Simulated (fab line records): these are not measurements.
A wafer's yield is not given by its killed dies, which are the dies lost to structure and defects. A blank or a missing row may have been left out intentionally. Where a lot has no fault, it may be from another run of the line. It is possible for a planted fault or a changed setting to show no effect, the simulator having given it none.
fab line records	flow nand_harc
[record] lots = 6	wafers = 18	last_day = 32
route steps=1302 shown P_GATE@143
lots that met no fault: taken from a fault-free run of the same line
start_h: hours from the record's opening day to when the first of the lot's shown wafers began	wait_h: time in hours since the lot's previous step	" same as the row above	L1.1+2: several wafers, shown together as one row	- no value, or no start was given	* or withheld: withheld	< > ~ a bound
route shown NAME@n: names a module that has steps shown in the file, with the first one's number in the route	usual: the fault-free wafers' mean and standard deviation	same: alike in all rows	chamber/n: place in a boat	sites: per-site readings	_std_site: how widely they spread, as a standard deviation	_edge_site: the outer-site mean with the inner-site mean subtracted	radius_mm: how far each site lies from the wafer's centre	mask NAME#n: copy n	behind: tool/chamber where the wafer was last shaped	hold: cause of the lot's hold/its duration in hours/its outcome	device: transistor that didn't switch, given as n, p or np	end of line: the same wafers' tests at the end of the route	step lacking rows: just its recipe	killed: dies lost to structure and defects at the first sort, not the wafer's yield	map: the dies of a wafer, with x for killed, . for not killed, _ for no die there
set.NAME: the setting that was run; set.NAME@STEP: the one run at that earlier step	model.NAME: the simulator's own value behind a step, which no gauge read
lots at some steps of the route; a table a step, a row a wafer
services: a tool's chamber out of use, with start hour (start_h, from the record's first day; less than 0 if before it), hours out, and reason
[[steps]]
[step NHARC_P_GATE_INSPECT_28]
[usual] raw_defect_count = 6.1/2.9
lot.wafer	tool	chamber	start_h	wait_h	raw_defect_count
L712.1	defect_inspect-02	-	169.85	0.0	6
L712.4	"	-	"	"	4
L712.5	"	-	"	"	4
L716.2	defect_inspect-01	-	207.94	0.0	6
L716.3	"	-	"	"	7
L716.4	"	-	"	"	9
L717.2	defect_inspect-02	-	213.22	0.0	5
L717.3	"	-	"	"	11
L717.6	"	-	"	"	9
L718.2	defect_inspect-02	-	232.88	0.0	4
L718.3	"	-	"	"	2
L718.5	"	-	"	"	2
L719.3	defect_inspect-01	-	244.30	0.0	2
L719.5	"	-	"	"	4
L719.6	"	-	"	"	6
L722.2	defect_inspect-02	-	266.34	0.0	8
L722.3	"	-	"	"	3
L722.5	"	-	"	"	8
[step NHARC_P_GATE_DESCUM_31]
[recipe] time_s = 3	o2_flow_sccm = 200	ar_flow_sccm = 0	bias_power_w = 0	chemistry = O2
[usual] chamber_pressure_mTorr = 59.99/0.053	drypump_motor_current_A = 5.6/0.3	oes_product_au = 1.002/0.0068	rf_vpp_V = 57.9/0.98	showerhead_plenum_p_Torr = 1.94/0.079	throttle_valve_pct = 11.312/0.009
lot.wafer	tool	chamber	start_h	wait_h	chamber_pressure_mTorr	drypump_motor_current_A	oes_product_au	rf_hours_counter_h	rf_vpp_V	showerhead_plenum_p_Torr	throttle_valve_pct
L712.1	rie_diel-02	3	169.91	0.1	59.95	5.2	0.990	8	58.0	2.01	11.318
L712.4	"	2	"	"	60.04	5.9	1.005	8	55.6	1.79	11.305
L712.5	"	3	"	"	59.83	5.1	0.997	-	57.1	2.01	11.325
L716.4	rie_diel-02	2	208.01	0.1	60.03	5.9	1.005	10	57.7	1.79	11.318
L716.3	"	3	"	"	59.98	5.1	1.006	9	58.5	2.01	11.318
L716.2	"	0	"	"	60.11	5.5	0.994	10	57.4	2.00	11.303
L717.3	rie_diel-10	2	213.30	0.1	59.94	5.3	1.002	8	58.3	1.91	11.299
L717.2	"	3	"	"	60.02	5.6	1.004	7	56.2	1.81	11.316
L717.6	"	1	"	"	59.98	5.9	1.001	-	57.8	1.85	11.301
L718.2	rie_diel-10	2	232.94	0.1	60.06	5.4	0.990	10	56.9	1.91	11.317
L718.3	"	0	"	"	60.04	6.0	0.997	8	58.3	1.95	11.303
L718.5	"	2	"	"	59.96	5.4	0.989	-	57.6	1.91	11.310
L719.3	rie_diel-12	3	244.36	0.1	60.10	5.3	1.010	8	59.8	2.03	11.308
L719.6	"	3	"	"	60.02	5.3	1.010	-	59.5	2.03	11.302
L719.5	"	0	"	"	60.00	5.3	1.008	-	57.9	1.99	11.310
L722.3	rie_diel-12	2	266.41	0.1	59.95	5.4	1.005	8	57.5	1.97	11.296
L722.2	"	3	"	"	60.03	5.3	1.009	9	58.0	2.03	11.305
L722.5	"	2	"	"	60.04	5.4	0.999	-	58.6	1.97	11.313
[step NHARC_P_GATE_ETCH_104]
[recipe] target_depth_a = 600	time_s = withheld	cf4_flow_sccm = 100	chf3_flow_sccm = 30	ar_flow_sccm = 0	rf_w = 500	bias_w = 200	chemistry = CF4/CHF3
[usual] chamber_pressure_mTorr = 24.99/0.063	drypump_motor_current_A = 5.57/0.3	oes_product_au = 0.951/0.023	rf_vpp_V = 371.4/2.1	showerhead_plenum_p_Torr = 1.60/0.06	throttle_valve_pct = 16.801/0.0094
lot.wafer	tool	chamber	start_h	wait_h	chamber_pressure_mTorr	drypump_motor_current_A	oes_product_au	rf_vpp_V	showerhead_plenum_p_Torr	throttle_valve_pct
L712.4	rie_diel-02	2	170.00	0.1	25.01	5.86	0.972	368.5	1.48	16.800
L712.1	"	0	"	"	24.97	5.53	0.956	374.5	1.64	16.810
L712.5	"	2	"	"	24.99	5.89	0.971	367.6	1.48	16.820
L716.4	rie_diel-02	2	208.09	0.1	25.02	5.93	0.922	368.4	1.48	16.795
L716.2	"	3	"	"	25.01	5.13	0.920	373.6	1.65	16.786
L716.3	"	1	"	"	24.98	5.62	0.918	371.4	1.63	16.798
L717.3	rie_diel-10	3	213.37	0.1	25.02	5.54	0.975	368.1	1.49	16.799
L717.2	"	2	"	"	25.01	5.34	0.963	370.7	1.57	16.790
L717.6	"	0	"	"	25.01	5.96	0.952	371.5	1.61	16.798
L718.3	rie_diel-10	1	233.03	0.1	24.98	5.88	0.972	368.4	1.52	16.776
L718.2	"	2	"	"	24.28	5.33	0.961	371.5	1.57	16.804
L718.5	"	1	"	"	25.00	5.89	0.970	369.4	1.52	16.796
L719.3	rie_diel-12	2	244.45	0.1	24.99	5.40	0.993	372.9	1.62	16.803
L719.6	"	1	"	"	24.99	6.07	0.978	371.0	1.60	16.810
L719.5	"	2	"	"	24.97	5.39	0.992	371.2	1.62	16.795
L722.3	rie_diel-12	1	266.48	0.1	25.02	6.05	0.921	371.0	1.60	16.806
L722.2	"	3	"	"	25.01	5.28	0.937	373.7	1.67	16.796
L722.5	"	2	"	"	24.98	5.38	0.933	372.1	1.62	16.798
[step NHARC_P_GATE_HM_OPEN_105]
[recipe] target_depth_a = 3600	o2_flow_sccm = 400	cos_flow_sccm = 20	ar_flow_sccm = 0	rf_w = 500	bias_w = 300	chemistry = O2/COS
[usual] chamber_pressure_mTorr = 19.996/0.017	drypump_motor_current_A = 5.6/0.3	oes_product_au = 1.001/0.0073	rf_vpp_V = 468.2/2.9	showerhead_plenum_p_Torr = 3.17/0.12	throttle_valve_pct = 28.331/0.0094
lot.wafer	tool	chamber	start_h	wait_h	chamber_pressure_mTorr	drypump_motor_current_A	oes_product_au	rf_hours_counter_h	rf_vpp_V	showerhead_plenum_p_Torr	throttle_valve_pct
L712.4	rie_diel-02	1	-	-	19.981	5.7	1.009	9	469.0	3.23	28.318
L712.1	"	3	"	"	19.991	5.1	1.005	8	470.6	3.27	28.324
L712.5	"	1	"	"	19.969	5.6	0.996	-	469.0	3.23	28.334
L716.2	rie_diel-02	3	-	-	20.022	5.2	1.008	9	471.1	3.27	28.326
L716.4	"	0	"	"	20.003	5.5	0.999	10	469.9	3.26	28.328
L716.3	"	1	"	"	20.022	5.6	1.000	11	469.4	3.23	28.333
L717.2	rie_diel-10	1	-	-	20.022	5.9	1.001	9	463.9	3.02	28.334
L717.3	"	2	"	"	19.997	5.3	0.988	9	468.4	3.12	28.329
L717.6	"	0	"	"	19.996	6.0	0.997	-	468.7	3.19	28.329
L718.2	rie_diel-10	2	-	-	19.971	5.4	0.988	10	467.9	3.12	28.339
L718.3	"	3	"	"	20.007	5.6	1.011	8	463.5	2.96	28.341
L718.5	"	1	"	"	20.002	5.9	1.005	-	464.3	3.02	28.321
L719.3	rie_diel-12	1	-	-	19.997	6.0	1.004	9	466.0	3.17	28.334
L719.5	"	1	"	"	19.981	6.1	1.000	-	468.9	3.17	28.325
L719.6	"	2	"	"	19.977	5.4	1.009	-	470.1	3.21	28.336
L722.2	rie_diel-12	0	-	-	20.007	5.2	1.001	11	469.4	3.24	28.348
L722.3	"	3	"	"	19.980	5.3	0.996	9	470.2	3.30	28.325
L722.5	"	1	"	"	20.018	6.1	0.999	-	468.9	3.17	28.334
[step NHARC_P_GATE_STRIP_106]
[recipe] o2_flow_sccm = 400	cos_flow_sccm = 20	ar_flow_sccm = 0	bias_w = 0	chemistry = O2/COS
[step NHARC_P_GATE_ETCH_114]
[recipe] target_depth_a = 300	overetch_a = 30	time_s = 16.5	ion_energy_ev = 100	cf4_flow_sccm = 80	o2_flow_sccm = 20	ar_flow_sccm = 0	rf_w = 300	bias_w = 100	chemistry = CF4/O2
[step NHARC_P_GATE_ETCH_32]
[recipe] target_depth_a = 1500	over_etch_frac = 1	over_etch_ion_energy_ev = 40	time_s = 100.1	hbr_flow_sccm = 150	cl2_flow_sccm = 50	rf_w = 400	icp_w = 400	bias_w = 100	chemistry = HBr/Cl2
[usual] chamber_pressure_mTorr = 15.000/0.014	drypump_motor_current_A = 5.6/0.3	oes_product_au = 1.002/0.0087	throttle_valve_pct = 26.407/0.0096
lot.wafer	tool	chamber	start_h	wait_h	chamber_pressure_mTorr	drypump_motor_current_A	oes_product_au	rf_hours_counter_h	throttle_valve_pct
L712.1	rie_si-02	0	170.39	-	14.996	5.3	0.984	0.38	26.403
L712.4	"	0	"	"	15.017	5.3	0.997	-	26.409
L712.5	"	1	"	"	15.024	5.8	1.004	-	26.400
L716.2	rie_si-02	1	208.47	-	15.017	5.8	1.008	0.62	26.414
L716.3	"	3	"	"	15.006	5.3	0.988	0.60	26.397
L716.4	"	1	"	"	14.991	5.8	1.011	-	26.403
L717.2	rie_si-02	0	213.75	-	14.997	5.3	0.996	0.63	26.402
L717.3	"	2	"	"	15.009	6.1	1.002	0.59	26.417
L717.6	"	1	"	"	15.009	5.8	1.004	-	26.399
L718.2	rie_si-04	2	233.40	-	15.001	5.3	1.003	0.31	26.401
L718.3	"	3	"	"	15.014	6.1	0.990	0.32	26.418
L718.5	"	2	"	"	14.996	5.4	1.006	-	26.403
L719.3	rie_si-03	0	244.87	-	15.001	5.5	1.011	0.10	26.406
L719.6	"	0	"	"	15.020	5.5	1.005	-	26.419
L719.5	"	1	"	"	15.014	5.6	0.984	-	26.399
L722.2	rie_si-04	3	266.89	-	15.014	6.1	1.003	0.46	26.399
L722.3	"	0	"	"	15.002	6.0	1.010	0.42	26.401
L722.5	"	2	"	"	14.994	5.4	1.005	-	26.419
[step NHARC_P_GATE_STRIP_108]
[recipe] o2_flow_sccm = 500	ar_flow_sccm = 0	bias_w = 0	chemistry = O2
[step NHARC_P_GATE_CD_MEAS_33]
[usual] cd_nm = 119.7/1.8
lot.wafer	tool	chamber	start_h	wait_h	cd_nm
L712.1	cd_sem-03	-	170.74	-	118.0
L712.4	"	-	"	"	121.7
L712.5	"	-	"	"	119.3
L716.2	cd_sem-02	-	208.83	-	115.6
L716.3	"	-	"	"	118.2
L716.4	"	-	"	"	117.7
L717.2	cd_sem-03	-	214.09	-	118.9
L717.3	"	-	"	"	121.5
L717.6	"	-	"	"	116.7
L718.2	cd_sem-02	-	233.74	-	121.4
L718.3	"	-	"	"	121.2
L718.5	"	-	"	"	120.3
L719.3	cd_sem-02	-	245.21	-	119.4
L719.5	"	-	"	"	118.8
L719.6	"	-	"	"	118.8
L722.2	cd_sem-03	-	267.20	-	121.1
L722.3	"	-	"	"	123.6
L722.5	"	-	"	"	120.1
[step NHARC_P_GATE_STRIP_35]
[recipe] time_s = 600	temp_c = 130	chemistry = SPM
[step NHARC_P_GATE_PRECLEAN_73]
[recipe] time_s = *	temp_c = 50	bath_age_min = 0	chemistry = SC1
[step NHARC_P_GATE_SRD_74]
[step NHARC_P_GATE_ALD_36]
[recipe] target_thk_a = 200	pulse_time_s = 60	ald_cycles = 223	temp_c = 400	material = SiNx
[usual] ald_cycles = 223/0	heater_power_outer_w = 524/63	heater_power_w = 837/75	precursor_pulse_height_rel = 1.002/0.019	pulse_time_s = 60/0
lot.wafer	tool	chamber	start_h	wait_h	ald_cycles	heater_power_outer_w	heater_power_w	precursor_pulse_height_rel	pulse_time_s
L712.1	ald_sin-02	2	171.20	-	223	545	799	0.981	60
L712.4	"	1	174.37	-	223	631	948	1.034	60
L712.5	"	2	175.42	-	223	553	784	1.015	60
L716.4	ald_sin-01	2	209.29	-	223	544	873	1.006	60
L716.3	"	0	211.41	-	223	588	818	1.031	60
L716.2	"	1	212.47	-	223	542	837	0.994	60
L717.2	ald_sin-03	2	215.60	-	-	-	-	-	-
L717.3	"	0	217.73	-	-	-	-	-	-
L717.6	"	1	218.79	-	-	-	-	-	-
L718.2	ald_sin-02	0	234.19	-	-	-	-	-	-
L718.3	"	3	237.36	-	-	-	-	-	-
L718.5	"	0	238.41	-	-	-	-	-	-
L719.3	ald_sin-03	2	247.08	-	223	531	944	0.991	60
L719.6	"	1	249.93	-	223	552	886	1.017	60
L719.5	"	2	251.35	-	223	544	932	0.988	60
L722.3	ald_sin-01	2	269.79	-	223	527	869	1.001	60
L722.2	"	3	270.85	-	223	420	664	1.025	60
L722.5	"	1	272.98	-	223	583	884	0.977	60
[step NHARC_P_GATE_ETCHBACK_37]
[recipe] target_depth_a = 345	time_s = 17.2	chf3_flow_sccm = 50	o2_flow_sccm = 10	ar_flow_sccm = 200	rf_w = 500	bias_w = 200	chemistry = CHF3/O2
[usual] chamber_pressure_mTorr = 25.001/0.026	chf3_flow_sccm = 50.00/0.15	drypump_motor_current_A = 5.60/0.28	oes_product_au = 0.942/0.029	rf_vpp_V = 370.9/2.3	showerhead_plenum_p_Torr = 2.41/0.096	throttle_valve_pct = 20.572/0.0091
lot.wafer	tool	chamber	start_h	wait_h	chamber_pressure_mTorr	chf3_flow_sccm	drypump_motor_current_A	oes_product_au	rf_hours_counter_h	rf_vpp_V	showerhead_plenum_p_Torr	throttle_valve_pct
L712.1	rie_diel-10	1	-	-	25.010	49.91	5.91	0.931	5.3	369.7	2.32	20.564
L712.4	"	3	"	"	24.980	50.07	5.58	0.917	4.2	366.6	2.27	20.581
L712.5	"	2	"	"	25.003	50.02	5.32	0.919	-	371.0	2.40	20.571
L716.3	rie_diel-12	3	-	-	25.000	49.99	5.31	0.945	5.8	373.1	2.55	20.580
L716.2	"	0	"	"	24.986	49.87	5.23	0.927	6.5	372.3	2.49	20.576
L716.4	"	1	"	"	24.980	49.84	6.09	0.941	5.9	370.7	2.44	20.578
L717.3	rie_diel-10	2	-	-	24.974	49.89	5.34	0.907	9.9	370.7	2.40	20.583
L717.2	"	0	"	"	24.977	49.85	5.94	0.926	8.1	371.0	2.45	20.569
L717.6	"	3	"	"	24.986	49.92	5.53	0.916	-	367.4	2.27	20.565
L718.3	rie_diel-12	3	-	-	25.004	50.11	5.27	0.936	8.3	374.3	2.54	20.557
L718.2	"	0	"	"	25.025	50.11	5.27	0.924	9.8	372.8	2.49	20.560
L718.5	"	0	"	"	25.008	50.06	5.27	0.936	-	373.3	2.49	20.574
L719.3	rie_diel-10	2	-	-	25.037	49.77	5.34	0.997	0.1	370.6	2.40	20.572
L719.5	"	1	"	"	25.013	50.11	5.90	1.005	-	370.1	2.32	20.577
L719.6	"	2	"	"	25.012	50.02	5.33	1.003	-	372.0	2.40	20.586
L722.2	rie_diel-10	0	-	-	25.032	49.86	5.97	0.933	0.7	370.8	2.45	20.565
L722.3	"	2	"	"	25.016	49.86	5.32	0.920	1.1	370.3	2.40	20.568
L722.5	"	1	"	"	24.997	50.05	5.88	0.926	-	370.1	2.32	20.581
[[services]]
tool	chamber	start_h	hours	kind
rie_diel-10	0	148.00	-	clean
ald_sin-01	2	154.54	3.4	repair
rie_diel-10	1	157.19	7.7	repair
rie_si-02	2	162.81	7.7	repair
rie_si-04	-	165.00	9.0	pm
ald_sin-03	-	170.66	10.0	pm
rie_diel-12	3	182.55	2.5	repair
rie_diel-02	0	184.27	3.9	repair
ald_sin-01	2	184.70	11.7	repair
rie_si-04	0	190.79	14.9	repair
rie_diel-12	1	195.26	6.4	repair
rie_si-02	0	205.25	7.7	repair
rie_diel-02	-	216.70	9.0	pm
rie_si-03	-	221.00	9.0	pm
rie_si-04	1	239.89	2.7	repair
ald_sin-03	3	242.39	14.2	repair
rie_diel-10	-	242.50	9.0	pm
rie_si-04	3	249.43	15.7	repair
ald_sin-01	3	257.00	3.8	repair
ald_sin-03	-	260.12	0.3	repair
ald_sin-01	1	261.63	3.5	repair
rie_si-02	1	267.00	2.5	repair
rie_diel-12	-	268.46	9.0	pm
rie_si-02	-	277.00	9.0	pm
[[key]]
[first_sign] step = NHARC_P_GATE_ALD_36	reading = tool_record	direction = missing
effect none on later readings
met_at NHARC_P_GATE_ALD_36
struck_wafers L717.2,L717.3,L717.6,L718.2,L718.3,L718.5
later_rows_left_out L717.2,L717.3,L717.6,L718.2,L718.3,L718.5
sort_left_out L717.2,L717.3,L717.6,L718.2,L718.3,L718.5
tester_left_out L717,L718
onset_between 171.20 215.60
[fault] kind = skipped_step_whole	tool = ald_sin-02,ald_sin-03	chamber = -	onset_h = 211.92	steps = NHARC_P_GATE_ALD_36	scope = struck_lots_only
// tester_left_out: of these lots the tester's yield and bins aren't shown, on N5 and GAA mostly nor the transistor test; their killed dies are dies lost to structure and defects alone, not to doping, threshold or leakage, so they don't give the yield
// sort_left_out: the simulated sort isn't trusted on such a fault, so these wafers' sort isn't shown, and their yield isn't known
// later_rows_left_out: the simulator's readings of these wafers behind a module that went badly wrong aren't trusted and aren't shown, but for the sort
